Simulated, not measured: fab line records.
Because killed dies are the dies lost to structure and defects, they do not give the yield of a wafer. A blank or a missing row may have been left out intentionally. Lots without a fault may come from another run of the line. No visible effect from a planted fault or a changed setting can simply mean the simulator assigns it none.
Matching of chambers -- flow nand_harc -- NHARC_P_ZERO_WELL_ETCH_63 on rie_si-01: 4 sister chambers
The step etches the open film in HBr/Cl2, target depth 120 nm, time 40.1 s. 4 wafers are shown with their chamber, then 7 later ones without.

WAFERS PAIRED WITH THEIR CHAMBERS
wafer,chamber,drypump_motor_current_A (A)
L083.2,2,5.8
L083.4,0,6.2
L084.4,1,6.1
L084.5,3,4.7

WAFERS WHOSE CHAMBER IS MISSING
wafer,drypump_motor_current_A (A)
L084.6,5.8
L092.1,6.1
L092.2,4.7
L092.3,6.2
L096.1,6.2
L096.2,6.0
L096.3,5.8

THE CHAMBER EACH PASSED THROUGH
wafer,from the rows above,in truth
L084.6,2,2
L092.1,1,1
L092.2,3,3
L092.3,0,0
L096.1,0,0
L096.2,1,1
L096.3,2,2
Correct placement for 7 of the 7. Not placeable from these rows: 0. Wrongly placed: 0.
How it was worked out, from the rows above alone: a wafer's distance from a chamber is the root of the sum, over the readings, of the square of ((its reading less the chamber's mean) divided by the reading's scatter). If the next closest chamber is less than 2 further off than the closest, the wafer can't be placed; otherwise it belongs to the closest. The mean given for a chamber averages the wafers shown for that chamber. The scatter: root of mean squared gap, hidden wafer to nearest shown wafer, with one shown wafer a chamber.
